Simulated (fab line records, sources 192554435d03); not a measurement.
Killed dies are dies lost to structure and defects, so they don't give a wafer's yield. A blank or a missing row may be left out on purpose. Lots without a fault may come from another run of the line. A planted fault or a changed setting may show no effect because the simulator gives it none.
fab line records | flow n5_finfet
record lots=23 wafers=69 last_day=17
route steps=1938 shown BEOL_M8@1366 BEOL_M9@1418
lots that met no fault: from a run of the same line without faults
start_h: hours from the record's first day to the start of the lot's first wafer shown | wait_h: hours since the lot's step before | " the same as in the row above | L1.1+2: a row that stands for several wafers | - no value, or no start given | * or withheld: withheld | < > ~ a bound
route shown NAME@n: a module of which the file shows steps, and the number in the route of the first | usual: mean/standard deviation of fault-free wafers | same: alike in all rows | chamber/n: place in a boat | sites: the reading at each site | _std_site: their standard deviation | _edge_site: outer sites' mean less inner sites' | radius_mm: how far each site lies from the wafer's centre | mask NAME#n: copy n | behind: the tool/chamber that last shaped the wafer | hold: why the lot was held/for how many hours/how that ended | device: the transistor (n, p or np) that didn't switch | end of line: the same wafers' tests at the end of the route | a step without rows: its recipe alone | killed: dies lost to structure and defects at the first sort, not the wafer's yield | map: a wafer's dies, x killed, . not, _ none there
set.NAME: the setting as run; set.NAME@STEP: as run at that earlier step | model.NAME: the simulator's own value behind a step, which no gauge read
steps of the route over a sample of lots; a table a step, a row a wafer
services: from which hour (start_h, from the record's first day; less than 0 if before it) a tool's chamber was out of use, for how many hours, and why
## steps
# step N5_BEOL_M8_OVL_MEAS_29
# recipe points_per_wafer=522
# usual V7_OVL=0.0/0.63
# columns lot.wafer tool chamber start_h wait_h V7_OVL[nm]
L074.1 overlay-02 0 217.84 0.0 0.6
L074.2 " 0 " " 0.0
L074.3 " 0 " " 0.6
L075.2 overlay-01 0 217.90 0.0 0.5
L075.5 " 0 " " 0.4
L075.6 " 0 " " 0.7
L077.3 overlay-02 0 217.95 0.0 0.8
L077.5 " 0 " " 0.4
L077.6 " 0 " " 0.1
L076.3 overlay-01 0 217.99 0.0 0.9
L076.4 " 0 " " 0.2
L076.5 " 0 " " 0.1
L080.2 overlay-01 0 236.76 0.0 0.0
L080.4 " 0 " " -0.1
L080.6 " 0 " " 0.2
L079.1 overlay-01 0 238.71 0.0 -0.4
L079.3 " 0 " " -0.5
L079.4 " 0 " " -0.9
L078.2 overlay-02 0 239.18 0.0 0.9
L078.3 " 0 " " 0.9
L078.4 " 0 " " 0.6
L081.2 overlay-01 0 244.16 0.0 -0.5
L081.5 " 0 " " 0.1
L081.6 " 0 " " -0.4
L082.1 overlay-02 0 256.86 0.0 0.2
L082.4 " 0 " " -0.2
L082.5 " 0 " " 0.6
L083.1 overlay-01 0 260.65 0.0 0.5
L083.4 " 0 " " -0.2
L083.6 " 0 " " -0.2
L084.1 overlay-02 0 268.99 0.0 -0.3
L084.3 " 0 " " -0.2
L084.4 " 0 " " -0.7
L086.1 overlay-02 0 269.16 0.0 0.8
L086.2 " 0 " " 0.9
L086.4 " 0 " " 1.5
L085.3 overlay-02 0 278.23 0.0 -0.2
L085.5 " 0 " " -0.7
L085.6 " 0 " " -0.1
L087.1 overlay-02 0 290.77 0.0 -0.1
L087.3 " 0 " " -0.6
L087.6 " 0 " " 0.7
L090.3 overlay-02 0 299.69 0.0 -0.9
L090.4 " 0 " " -0.7
L090.6 " 0 " " -0.7
L092.2 overlay-01 0 305.89 0.0 -1.0
L092.3 " 0 " " -0.5
L092.4 " 0 " " 0.6
L089.1 overlay-01 0 314.20 0.0 0.5
L089.2 " 0 " " 0.5
L089.4 " 0 " " 0.4
L091.2 overlay-01 0 314.32 0.0 -0.1
L091.3 " 0 " " -0.9
L091.5 " 0 " " -0.8
L093.4 overlay-02 0 323.84 0.0 0.3
L093.5 " 0 " " 0.0
L093.6 " 0 " " 0.2
L094.1 overlay-02 0 333.03 0.0 1.6
L094.3 " 0 " " 1.3
L094.5 " 0 " " 0.4
L095.3 overlay-02 0 333.10 0.0 -0.6
L095.4 " 0 " " 0.1
L095.5 " 0 " " -0.1
L096.3 overlay-02 0 340.77 0.0 1.5
L096.5 " 0 " " -0.2
L096.6 " 0 " " -0.7
L097.1 overlay-01 0 351.02 0.0 0.0
L097.3 " 0 " " -1.3
L097.5 " 0 " " -0.6
# step N5_BEOL_M8_DESCUM_33
# recipe chemistry=O2 time_s=7 source_power_w=50 bias_power_w=20 pressure_mtorr=20 rf_frequency_hz=2.712e+07 temp_c=40 resist=CAR-EUV o2_flow_sccm=225
# usual drypump_motor_current_A=5.8/0.35 oes_product_au=0.83/0.09 rf_vpp_V=243.3/1.6 showerhead_plenum_p_Torr=2.11/0.083 throttle_valve_pct=20.28/0.14
# same time_s=7
# columns lot.wafer tool chamber start_h wait_h drypump_motor_current_A oes_product_au rf_hours_counter_h rf_vpp_V showerhead_plenum_p_Torr throttle_valve_pct
L074.1 rie_diel-03 2 217.94 0.0 4.8 0.93 8 243.6 2.04 20.22
L074.2 " 3 " " 6.1 0.83 75 244.4 2.11 20.30
L074.3 " 1 " " 6.3 0.86 31 243.7 2.15 20.47
L075.2 rie_diel-04 0 218.07 0.1 5.5 0.89 38 246.0 2.22 20.12
L075.5 " 0 " " 5.5 0.88 - 245.9 2.22 20.14
L075.6 " 3 " " 5.5 0.81 - 242.3 2.02 20.14
L077.3 rie_diel-02 2 218.11 0.1 5.9 0.73 182 241.3 1.99 20.41
L077.5 " 0 " " 5.9 0.87 - 243.4 2.11 20.27
L077.6 " 1 " " 5.6 0.67 - 240.2 1.97 20.51
L076.3 rie_diel-04 1 218.47 0.4 5.7 0.75 184 246.6 2.18 20.37
L076.4 " 3 " " 5.5 0.81 - 242.2 2.02 20.13
L076.5 " 0 " " 5.5 0.88 - 244.7 2.22 20.13
L080.2 rie_diel-03 1 239.48 2.7 6.2 0.87 33 244.2 2.15 20.50
L080.4 " 2 " " 4.8 0.92 11 242.3 2.04 20.22
L080.6 " 2 " " 4.8 0.91 - 243.5 2.04 20.22
L079.1 rie_diel-03 0 240.59 1.8 5.8 0.91 22 240.3 2.03 20.17
L079.3 " 1 " " 6.2 0.86 34 241.9 2.15 20.49
L079.4 " 2 " " 4.8 0.91 11 243.6 2.04 20.22
L078.2 rie_diel-04 1 240.99 1.8 5.7 0.74 197 245.0 2.18 20.40
L078.3 " 0 " " 5.5 0.87 51 244.6 2.22 20.15
L078.4 " 1 " " 5.7 0.74 - 243.6 2.18 20.40
L081.2 rie_diel-03 1 244.25 0.0 6.3 0.86 35 243.5 2.15 20.49
L081.5 " 1 " " 6.2 0.87 - 244.7 2.15 20.48
L081.6 " 0 " " 5.7 0.90 - 242.2 2.03 20.15
L082.1 rie_diel-04 2 256.95 0.0 6.3 0.99 6 242.4 2.07 20.27
L082.4 " 1 " " 5.7 0.74 203 245.0 2.18 20.40
L082.5 " 3 " " 5.5 0.80 - 242.5 2.01 20.15
L083.1 rie_diel-02 3 260.75 0.0 6.3 0.70 233 242.7 2.14 20.14
L083.4 " 0 " " 5.9 0.85 85 244.9 2.11 20.30
L083.6 " 3 " " 6.3 0.69 - 245.0 2.14 20.13
L084.1 rie_diel-02 0 269.09 0.0 5.9 0.84 88 242.9 2.11 20.31
L084.3 " 3 " " 6.3 0.69 236 243.9 2.14 20.13
L084.4 " 1 " " 5.6 0.92 9 244.8 2.23 20.16
L086.1 rie_diel-04 0 269.73 0.5 5.5 0.86 65 245.0 2.21 20.15
L086.2 " 2 " " 6.3 0.97 12 242.0 2.07 20.28
L086.4 " 3 " " 5.5 0.80 96 241.0 2.01 20.16
L085.3 rie_diel-04 3 278.31 0.0 5.5 0.78 98 241.3 2.01 20.17
L085.5 " 0 " " 5.6 0.84 - 245.6 2.21 20.17
L085.6 " 1 " " 5.7 0.72 - 244.4 2.17 20.41
L087.1 rie_diel-02 2 290.86 0.0 5.9 0.72 209 242.5 1.98 20.45
L087.3 " 3 " " 6.3 0.69 244 243.3 2.14 20.15
L087.6 " 2 " " 5.9 0.71 - 242.7 1.98 20.44
L090.3 rie_diel-04 2 299.78 0.0 6.3 0.95 21 241.8 2.06 20.29
L090.4 " 3 " " 5.5 0.78 105 241.1 2.01 20.18
L090.6 " 1 " " 5.7 0.73 - 243.9 2.17 20.43
L092.2 rie_diel-04 1 306.09 0.1 5.7 0.72 223 244.9 2.17 20.43
L092.3 " 2 " " 6.2 0.93 23 242.1 2.06 20.32
L092.4 " 0 " " 5.5 0.83 78 245.0 2.21 20.17
L089.1 rie_diel-02 0 314.29 0.0 5.9 0.83 103 244.1 2.10 20.33
L089.2 " 1 " " 5.6 0.90 24 246.8 2.23 20.20
L089.4 " 1 " " 5.6 0.89 - 244.4 2.23 20.20
L091.2 rie_diel-02 2 314.76 0.4 5.9 0.70 217 240.7 1.98 20.47
L091.3 " 0 " " 5.9 0.84 103 244.2 2.10 20.33
L091.5 " 1 " " 5.6 0.89 - 244.4 2.23 20.18
L093.4 rie_diel-03 0 323.91 0.0 5.8 0.86 52 241.3 2.02 20.19
L093.5 " 2 " " 4.8 0.84 - 242.4 2.03 20.26
L093.6 " 3 " " 6.1 0.79 - 243.2 2.10 20.37
L094.1 rie_diel-04 1 333.13 0.0 5.7 0.71 231 244.2 2.16 20.43
L094.3 " 2 " " 6.3 0.92 32 241.9 2.06 20.30
L094.5 " 2 " " 6.3 0.91 - 240.4 2.06 20.30
L095.3 rie_diel-02 1 333.18 0.0 5.6 0.87 33 244.7 2.22 20.20
L095.4 " 2 " " 5.9 0.69 226 242.1 1.98 20.48
L095.5 " 2 " " 5.9 0.70 - 240.9 1.98 20.46
L096.3 rie_diel-02 2 340.85 0.0 5.9 0.70 229 242.1 1.98 20.47
L096.5 " 1 " " 5.6 0.86 - 244.3 2.22 20.23
L096.6 " 0 " " 5.9 0.81 - 243.6 2.10 20.34
L097.1 rie_diel-02 3 351.15 0.1 6.3 0.97 7 242.2 2.13 19.92
L097.3 " 1 " " 5.6 0.86 41 245.4 2.22 20.22
L097.5 " 3 " " 6.3 0.99 - 243.8 2.13 19.92
# step N5_BEOL_M8_DEGAS_44
# recipe ambient=vacuum temp_c=250 time_s=60
# usual heater_power_w=327/34 susceptor_temp_C=250.00/0.16
# same time_s=60
# columns lot.wafer tool chamber start_h wait_h heater_power_w susceptor_temp_C
L074.1 pvd_sputter-02 - 218.98 0.4 293 249.93
L074.2 " - " " 325 250.15
L074.3 " - " " 364 249.75
L075.2 pvd_sputter-01 - 219.12 0.3 303 250.13
L075.5 " - " " 308 250.06
L075.6 " - " " 353 249.96
L077.3 pvd_sputter-01 - 219.20 0.2 306 250.08
L077.5 " - " " 315 250.05
L077.6 " - " " 324 249.86
L076.3 pvd_sputter-02 - 219.42 0.2 314 250.08
L076.4 " - " " 362 249.81
L076.5 " - " " 360 249.73
L080.2 pvd_sputter-01 - 240.47 0.3 310 249.90
L080.4 " - " " 323 249.97
L080.6 " - " " 306 250.08
L079.1 pvd_sputter-03 - 241.71 0.4 312 249.79
L079.3 " - " " 414 250.02
L079.4 " - " " 321 249.91
L078.2 pvd_sputter-03 - 242.01 0.3 319 249.92
L078.3 " - " " 310 250.05
L078.4 " - " " 409 250.27
L081.2 pvd_sputter-03 - 245.47 0.5 413 250.27
L081.5 " - " " 423 250.20
L081.6 " - " " 299 249.75
L082.1 pvd_sputter-03 - 258.00 0.4 309 249.95
L082.4 " - " " 313 250.17
L082.5 " - " " 311 249.98
L083.1 pvd_sputter-01 - 262.41 1.0 309 250.02
L083.4 " - " " 336 249.92
L083.6 " - " " 341 249.98
L084.1 pvd_sputter-03 - 270.18 0.4 311 249.70
L084.3 " - " " 306 249.82
L084.4 " - " " 412 250.28
L086.1 pvd_sputter-02 - 270.78 0.4 295 250.04
L086.2 " - " " 360 249.90
L086.4 " - " " 319 249.68
L085.3 pvd_sputter-02 - 279.68 0.6 295 250.06
L085.5 " - " " 317 250.22
L085.6 " - " " 297 250.03
L087.1 pvd_sputter-02 - 292.02 0.4 300 249.77
L087.3 " - " " 330 250.17
L087.6 " - " " 294 250.02
L090.3 pvd_sputter-03 - 301.31 0.8 309 249.82
L090.4 " - " " 310 250.24
L090.6 " - " " 303 250.20
L092.2 pvd_sputter-02 - 307.78 1.0 293 249.97
L092.3 " - " " 360 249.79
L092.4 " - " " 288 249.90
L089.1 pvd_sputter-01 - 315.67 0.7 312 250.18
L089.2 " - " " 335 250.34
L089.4 " - " " 326 249.85
L091.2 pvd_sputter-01 - 315.91 0.4 330 249.78
L091.3 " - " " 305 250.08
L091.5 " - " " 301 249.88
L093.4 pvd_sputter-03 - 324.91 0.2 314 250.15
L093.5 " - " " 320 249.94
L093.6 " - " " 423 249.88
L094.1 pvd_sputter-02 - 334.40 0.5 292 250.19
L094.3 " - " " 365 250.11
L094.5 " - " " 301 249.68
L095.3 pvd_sputter-02 - 334.52 0.3 328 249.91
L095.4 " - " " 290 250.23
L095.5 " - " " 326 250.00
L096.3 pvd_sputter-03 - 341.91 0.3 328 249.87
L096.5 " - " " 295 249.78
L096.6 " - " " 315 250.06
L097.1 pvd_sputter-02 - 352.42 0.5 363 249.84
L097.3 " - " " 322 250.11
L097.5 " - " " 318 250.17
# step N5_BEOL_M8_ALD_77
# recipe material=TaN target_thk_a=20 temp_c=275 ald_precursor_family=PDMAT ald_co_reactant=NH3 pressure_torr=3 carrier_flow_sccm=1500 pulse_time_s=2 purge_time_s=3 co_reactant_purge_time_s=2 co_reactant_pulse_time_s=3 ald_cycles=40 precursor_vessel_temp_c=75 precursor_vessel_pressure_torr=26.25 precursor_vessel_carrier_sccm=1000
# usual chamber_pressure_Torr=3.000/0.006 heater_power_w=428/45 precursor_vessel_carrier_sccm=1001/3.2 precursor_vessel_pressure_torr=26.25/0.049 precursor_vessel_temp_c=75.01/0.13 susceptor_temp_C=274.98/0.17
# columns lot.wafer tool chamber start_h wait_h chamber_pressure_Torr heater_power_w precursor_vessel_carrier_sccm precursor_vessel_pressure_torr precursor_vessel_temp_c susceptor_temp_C
L074.1 ald_metal-02 0 219.08 0.0 3.002 484 998 26.25 74.98 275.20
L074.2 " 1 " " 3.000 466 1003 26.17 75.02 274.83
L074.3 " 2 " " 3.019 447 1004 26.27 75.11 275.16
L075.2 ald_metal-03 3 219.22 0.0 3.000 467 1006 26.25 75.11 275.14
L075.5 " 3 " " 3.000 456 1006 26.23 75.05 274.99
L075.6 " 0 " " 2.994 527 1006 26.21 75.18 275.08
L077.3 ald_metal-01 2 219.30 0.0 2.994 398 1003 26.26 74.84 275.01
L077.5 " 2 " " 3.000 408 1001 26.23 74.99 274.96
L077.6 " 3 " " 3.002 390 1002 26.26 75.03 274.88
L076.3 ald_metal-01 3 219.58 0.1 3.006 389 1000 26.19 74.97 274.76
L076.4 " 1 " " 2.997 362 999 26.29 75.11 274.98
L076.5 " 2 " " 3.002 394 1000 26.23 74.85 275.04
L080.2 ald_metal-02 1 240.65 0.1 3.004 468 1002 26.31 74.97 274.89
L080.4 " 3 " " 3.000 388 999 26.23 74.93 274.78
L080.6 " 2 " " 3.000 438 1004 26.28 74.91 275.18
L079.1 ald_metal-01 0 241.81 0.0 3.002 452 1002 26.32 75.08 275.04
L079.3 " 1 " " 3.001 352 1003 26.16 74.97 275.24
L079.4 " 3 " " 2.996 388 1003 26.28 74.92 274.78
L078.2 ald_metal-02 0 242.11 0.0 3.006 483 1002 26.14 75.30 274.72
L078.3 " 2 " " 2.993 440 997 26.24 75.16 275.02
L078.4 " 3 " " 2.995 382 1003 26.20 74.87 274.82
L081.2 ald_metal-02 2 245.80 0.3 2.994 442 1001 26.32 75.01 274.93
L081.5 " 1 " " 2.995 454 1003 26.20 75.07 275.01
L081.6 " 2 " " 3.000 449 998 26.29 74.90 275.20
L082.1 ald_metal-01 3 258.12 0.1 3.004 390 1012 26.13 74.92 274.79
L082.4 " 0 " " 2.994 445 1004 26.17 74.98 274.87
L082.5 " 0 " " 2.994 453 999 26.11 75.25 274.92
L083.1 ald_metal-02 2 262.51 0.0 2.999 445 1003 26.21 74.98 274.87
L083.4 " 1 " " 2.986 466 1002 26.22 74.87 274.71
L083.6 " 2 " " 2.999 451 1005 26.32 74.72 274.93
L084.1 ald_metal-01 1 270.28 0.0 3.008 367 998 26.28 74.98 275.13
L084.3 " 0 " " 2.993 453 1003 26.35 74.94 274.77
L084.4 " 3 " " 2.999 386 1000 26.32 75.04 274.89
L086.1 ald_metal-02 0 270.88 0.0 2.995 476 994 26.16 75.00 274.87
L086.2 " 1 " " 3.011 469 1001 26.22 75.13 275.05
L086.4 " 3 " " 3.004 378 995 26.21 75.07 274.72
L085.3 ald_metal-02 2 279.80 0.1 2.998 445 1001 26.27 74.77 274.85
L085.5 " 2 " " 3.004 450 1001 26.26 74.58 275.18
L085.6 " 1 " " 3.016 470 1001 26.21 75.19 274.95
L087.1 ald_metal-03 3 292.14 0.1 3.004 453 1002 26.37 75.12 274.95
L087.3 " 1 " " 2.998 438 1005 26.27 74.99 274.89
L087.6 " 0 " " 3.007 514 1004 26.27 74.98 274.67
L090.3 ald_metal-02 1 301.41 0.0 2.994 458 999 26.28 75.21 274.87
L090.4 " 0 " " 3.004 485 1001 26.25 75.03 275.14
L090.6 " 3 " " 2.996 389 997 26.20 75.23 275.01
L092.2 ald_metal-02 2 307.94 0.1 2.997 450 1004 26.19 75.02 275.49
L092.3 " 3 " " 3.002 377 1004 26.23 75.00 275.10
L092.4 " 1 " " 3.014 470 1002 26.28 75.20 275.05
L089.1 ald_metal-03 1 315.78 0.0 3.003 438 1002 26.24 75.02 274.93
L089.2 " 2 " " 3.004 377 1001 26.20 74.92 275.24
L089.4 " 3 " " 2.994 449 1001 26.27 74.74 274.90
L091.2 ald_metal-02 1 316.03 0.1 3.010 465 997 26.31 74.84 275.21
L091.3 " 0 " " 2.998 477 1000 26.32 75.05 275.08
L091.5 " 2 " " 2.998 440 1002 26.28 75.04 274.94
L093.4 ald_metal-01 2 324.99 0.0 2.998 402 999 26.20 75.18 274.89
L093.5 " 1 " " 3.011 350 999 26.19 75.09 274.67
L093.6 " 0 " " 2.992 445 1003 26.25 75.20 274.89
L094.1 ald_metal-01 1 334.50 0.0 3.002 358 1004 26.18 75.04 274.82
L094.3 " 2 " " 3.003 392 998 26.24 74.97 275.11
L094.5 " 1 " " 2.996 362 1001 26.24 75.04 274.95
L095.3 ald_metal-02 2 334.63 0.0 3.001 449 999 26.21 75.07 274.83
L095.4 " 1 " " 2.992 472 998 26.21 74.96 275.21
L095.5 " 0 " " 3.003 493 997 26.26 74.95 275.16
L096.3 ald_metal-02 1 342.01 0.0 2.999 456 996 26.25 75.03 274.83
L096.5 " 3 " " 2.991 395 999 26.27 75.06 274.84
L096.6 " 0 " " 3.002 492 1003 26.25 75.21 274.81
L097.1 ald_metal-01 1 352.61 0.1 2.999 348 999 26.22 75.04 274.89
L097.3 " 2 " " 2.997 403 1001 26.15 75.12 274.71
L097.5 " 0 " " 3.009 453 1000 26.26 75.14 275.30
# step N5_BEOL_M8_INSPECT_58
# recipe inspect_instrument=darkfield mode=post_dep
# usual raw_defect_count=74/25
# columns lot.wafer tool chamber start_h wait_h raw_defect_count
L074.1 defect_inspect-02 - 220.74 0.0 129
L074.2 " - " " 109
L074.3 " - " " 77
L075.2 defect_inspect-02 - 221.01 0.0 75
L075.5 " - " " 78
L075.6 " - " " 75
L077.3 defect_inspect-01 - 221.28 0.0 87
L077.5 " - " " 75
L077.6 " - " " 102
L076.3 defect_inspect-02 - 222.04 0.0 55
L076.4 " - " " 62
L076.5 " - " " 41
L080.2 defect_inspect-02 - 242.49 0.0 137
L080.4 " - " " 98
L080.6 " - " " 73
L079.1 defect_inspect-01 - 243.37 0.0 64
L079.3 " - " " 68
L079.4 " - " " 91
L078.2 defect_inspect-01 - 243.83 0.0 94
L078.3 " - " " 37
L078.4 " - " " 43
L081.2 defect_inspect-01 - 248.80 0.0 77
L081.5 " - " " 63
L081.6 " - " " 55
L082.1 defect_inspect-01 - 260.20 0.0 50
L082.4 " - " " 100
L082.5 " - " " 58
L083.1 defect_inspect-01 - 264.09 0.0 134
L083.4 " - " " 48
L083.6 " - " " 117
L084.1 defect_inspect-01 - 272.18 0.0 60
L084.3 " - " " 133
L084.4 " - " " 96
L086.1 defect_inspect-02 - 272.64 0.0 92
L086.2 " - " " 61
L086.4 " - " " 95
L085.3 defect_inspect-01 - 281.75 0.0 77
L085.5 " - " " 72
L085.6 " - " " 88
L087.1 defect_inspect-02 - 293.87 0.0 75
L087.3 " - " " 37
L087.6 " - " " 43
L090.3 defect_inspect-01 - 302.95 0.0 37
L090.4 " - " " 36
L090.6 " - " " 58
L092.2 defect_inspect-02 - 310.03 0.0 60
L092.3 " - " " 110
L092.4 " - " " 60
L089.1 defect_inspect-02 - 317.38 0.0 64
L089.2 " - " " 48
L089.4 " - " " 31
L091.2 defect_inspect-02 - 318.46 0.0 67
L091.3 " - " " 74
L091.5 " - " " 57
L093.4 defect_inspect-02 - 326.52 0.0 45
L093.5 " - " " 49
L093.6 " - " " 56
L094.1 defect_inspect-02 - 336.46 0.0 52
L094.3 " - " " 56
L094.5 " - " " 57
L095.3 defect_inspect-02 - 336.54 0.0 94
L095.4 " - " " 92
L095.5 " - " " 98
L096.3 defect_inspect-01 - 344.10 0.0 55
L096.5 " - " " 46
L096.6 " - " " 60
L097.1 defect_inspect-01 - 355.52 0.0 90
L097.3 " - " " 81
L097.5 " - " " 83
# step N5_BEOL_M9_ETCH_61
# recipe chemistry=CF4 target=SiARC target_depth_a=390 mask_material=CAR-ArF time_s=65 ion_energy_ev=80 pressure_mtorr=40 source_w=545 bias_w=36 Ar_flow_sccm=100 cf4_flow_sccm=100 ends=cleared
# usual bias_w=36.00/0.1 drypump_motor_current_A=5.8/0.39 etch_rf_on_time_s=64.5/1.8 oes_product_au=0.66/0.083 rf_vpp_V=183.8/1.2 showerhead_plenum_p_Torr=2.12/0.075 throttle_valve_pct=15.70/0.26
# columns lot.wafer tool chamber start_h wait_h bias_w drypump_motor_current_A etch_rf_on_time_s oes_product_au rf_hours_counter_h rf_vpp_V showerhead_plenum_p_Torr throttle_valve_pct
L074.1 rie_diel-01 2 222.74 0.0 35.94 5.2 63.0 0.76 25 184.1 2.09 15.35
L074.2 " 1 " " 35.96 6.1 69.6 0.58 225 183.3 2.11 15.90
L074.3 " 3 " " 36.30 5.6 64.2 0.60 203 186.0 2.21 15.86
L075.2 rie_diel-01 1 224.62 0.0 35.89 6.1 68.9 0.59 225 183.5 2.11 15.90
L075.5 " 2 " " 35.93 5.2 62.4 0.77 - 183.8 2.09 15.36
L075.6 " 3 " " 35.85 5.6 63.4 0.61 - 184.6 2.21 15.87
L077.3 rie_diel-06 3 225.11 0.0 36.08 6.2 66.7 0.62 173 184.4 2.13 16.03
L077.5 " 0 " " 35.98 5.6 67.4 0.62 - 183.6 2.14 15.77
L077.6 " 1 " " 36.12 5.2 66.5 0.59 - 183.4 2.12 15.58
L076.3 rie_diel-05 1 225.16 0.0 36.12 6.0 62.8 0.64 181 181.6 2.14 15.54
L076.4 " 3 " " 36.06 6.2 64.1 0.59 226 183.3 2.21 15.89
L076.5 " 1 " " 36.01 6.0 62.5 0.64 - 182.8 2.14 15.53
L080.2 rie_diel-06 3 244.18 0.0 35.89 6.2 65.6 0.62 179 184.2 2.13 16.04
L080.4 " 1 " " 35.92 5.2 65.2 0.60 246 183.7 2.11 15.60
L080.6 " 3 " " 35.87 6.2 65.4 0.62 - 183.7 2.13 16.02
L079.1 rie_diel-01 1 246.01 0.0 35.98 6.1 67.7 0.60 232 183.5 2.11 15.92
L079.3 " 3 " " 36.06 5.6 64.1 0.61 209 184.4 2.21 15.86
L079.4 " 2 " " 36.07 5.2 62.9 0.76 31 184.6 2.08 15.39
L078.2 rie_diel-06 1 246.01 0.0 35.78 5.2 64.5 0.59 246 184.1 2.11 15.61
L078.3 " 2 " " 36.08 5.7 62.6 0.68 152 181.8 1.98 15.77
L078.4 " 3 " " 36.22 6.2 65.1 0.62 179 184.9 2.13 16.00
L081.2 rie_diel-06 0 251.54 0.0 35.98 5.7 65.7 0.63 178 184.2 2.13 15.78
L081.5 " 1 " " 36.05 5.2 65.2 0.59 - 184.6 2.11 15.61
L081.6 " 0 " " 36.07 5.7 66.0 0.63 - 182.8 2.13 15.78
L082.1 rie_diel-05 3 262.10 0.0 36.10 6.1 65.0 0.58 238 185.4 2.20 15.91
L082.4 " 3 " " 36.04 6.1 65.2 0.57 - 185.5 2.20 15.92
L082.5 " 1 " " 35.87 6.0 62.7 0.63 - 183.7 2.13 15.54
L083.1 rie_diel-05 0 266.19 0.0 36.14 6.4 64.3 0.78 19 185.7 2.27 15.74
L083.4 " 3 " " 36.03 6.1 65.5 0.57 - 184.5 2.20 15.91
L083.6 " 1 " " 35.87 6.0 63.5 0.63 - 182.1 2.13 15.54
L084.1 rie_diel-01 3 274.59 0.0 36.07 5.6 63.0 0.60 220 184.3 2.21 15.90
L084.3 " 0 " " 35.96 6.2 65.2 0.59 238 182.7 2.03 15.76
L084.4 " 1 " " 36.05 6.1 68.6 0.59 - 185.6 2.11 15.92
L086.1 rie_diel-06 3 276.12 0.0 35.90 6.2 65.8 0.61 192 183.7 2.12 16.07
L086.2 " 0 " " 35.95 5.7 66.4 0.62 189 183.6 2.13 15.81
L086.4 " 2 " " 36.11 5.6 63.2 0.66 164 184.0 1.97 15.78
L085.3 rie_diel-06 2 283.56 0.0 35.83 5.6 62.9 0.66 166 181.5 1.97 15.80
L085.5 " 1 " " 35.79 5.2 63.9 0.82 - 184.1 2.11 15.14
L085.6 " 0 " " 36.04 5.6 66.8 0.62 - 183.8 2.13 15.80
L087.1 rie_diel-06 2 297.57 0.0 35.94 5.6 62.7 0.66 170 181.2 1.97 15.80
L087.3 " 0 " " 36.10 5.7 66.1 0.61 196 183.5 2.13 15.81
L087.6 " 0 " " 36.11 5.7 66.3 0.62 - 183.0 2.13 15.84
L090.3 rie_diel-06 3 306.33 0.0 36.04 6.2 65.6 0.61 200 185.3 2.12 16.04
L090.4 " 0 " " 36.31 5.7 65.6 0.62 198 183.2 2.13 15.82
L090.6 " 0 " " 36.08 5.7 65.7 0.61 - 182.8 2.13 15.83
L092.2 rie_diel-01 3 311.85 0.0 35.95 5.6 63.5 0.59 233 184.9 2.20 15.91
L092.3 " 0 " " 36.10 6.2 66.5 0.58 251 181.5 2.02 15.80
L092.4 " 2 " " 35.95 5.2 63.0 0.74 - 183.2 2.08 15.41
L089.1 rie_diel-06 0 320.50 0.0 36.01 5.7 65.6 0.61 201 182.8 2.13 15.84
L089.2 " 1 " " 35.94 5.2 63.0 0.79 12 183.9 2.11 15.13
L089.4 " 3 " " 35.97 6.2 65.9 0.60 202 183.7 2.12 16.07
L091.2 rie_diel-06 0 320.76 0.0 35.96 5.7 65.1 0.62 201 183.5 2.13 15.84
L091.3 " 2 " " 36.09 5.6 63.0 0.66 175 183.0 1.97 15.81
L091.5 " 0 " " 36.07 5.7 65.5 0.61 - 183.5 2.13 15.82
L093.4 rie_diel-01 3 329.93 0.0 36.08 5.6 62.2 0.59 - 185.4 2.20 15.94
L093.5 " 2 " " 36.01 5.2 62.5 0.74 - 184.7 2.08 15.41
L093.6 " 1 " " 35.98 6.1 65.5 0.83 - 183.0 2.10 15.42
L094.1 rie_diel-06 0 338.41 0.0 35.92 5.7 65.8 0.61 207 184.3 2.12 15.87
L094.3 " 1 " " 35.96 5.2 62.9 0.78 18 183.6 2.11 15.14
L094.5 " 1 " " 35.93 5.2 63.6 0.78 - 183.1 2.11 15.15
L095.3 rie_diel-01 2 338.81 0.0 35.97 5.2 62.8 0.72 59 182.5 2.07 15.43
L095.4 " 3 " " 35.92 5.6 63.1 0.59 - 185.8 2.20 15.93
L095.5 " 2 " " 35.85 5.2 63.1 0.73 - 182.5 2.07 15.42
L096.3 rie_diel-01 1 346.05 0.0 35.88 6.1 65.8 0.79 7 183.2 2.10 15.47
L096.5 " 2 " " 36.04 5.2 63.0 0.72 - 184.0 2.07 15.45
L096.6 " 3 " " 35.99 5.6 63.0 0.59 - 184.9 2.20 15.95
L097.1 rie_diel-05 3 360.10 0.0 36.04 6.2 62.3 0.84 11 184.5 2.19 15.48
L097.3 " 1 " " 35.92 6.0 63.9 0.60 224 185.1 2.12 15.61
L097.5 " 2 " " 35.96 6.2 61.6 0.77 - 188.0 2.27 15.12
## services
# columns tool chamber start_h hours kind
rie_diel-06 2 195.78 28.7 repair
rie_diel-05 1 197.55 24.1 repair
pvd_sputter-02 - 200.34 4.0 repair
ald_metal-02 - 205.81 2.8 pm
ald_metal-03 0 206.81 2.8 repair
rie_diel-03 - 212.07 0.1 repair
rie_diel-04 2 216.41 - clean
rie_diel-04 2 216.41 - consumable_replace:focus_ring
rie_diel-04 2 216.41 23.9 scheduled_down
rie_diel-04 2 216.41 23.9 vent_cycle
rie_diel-02 1 219.16 - clean
rie_diel-03 - 223.88 15.6 pm
rie_diel-04 3 238.86 7.2 repair
rie_diel-05 1 244.64 5.5 repair
rie_diel-01 0 249.43 3.8 repair
rie_diel-06 1 259.30 - clean
rie_diel-06 1 259.30 - consumable_replace:focus_ring
rie_diel-06 1 259.30 16.3 scheduled_down
rie_diel-06 1 259.30 16.3 vent_cycle
rie_diel-01 2 265.90 16.8 repair
pvd_sputter-02 - 322.06 8.6 repair
ald_metal-03 - 337.25 14.0 pm
rie_diel-02 0 349.30 4.2 repair
pvd_sputter-02 - 354.74 5.9 repair
## key
fault none
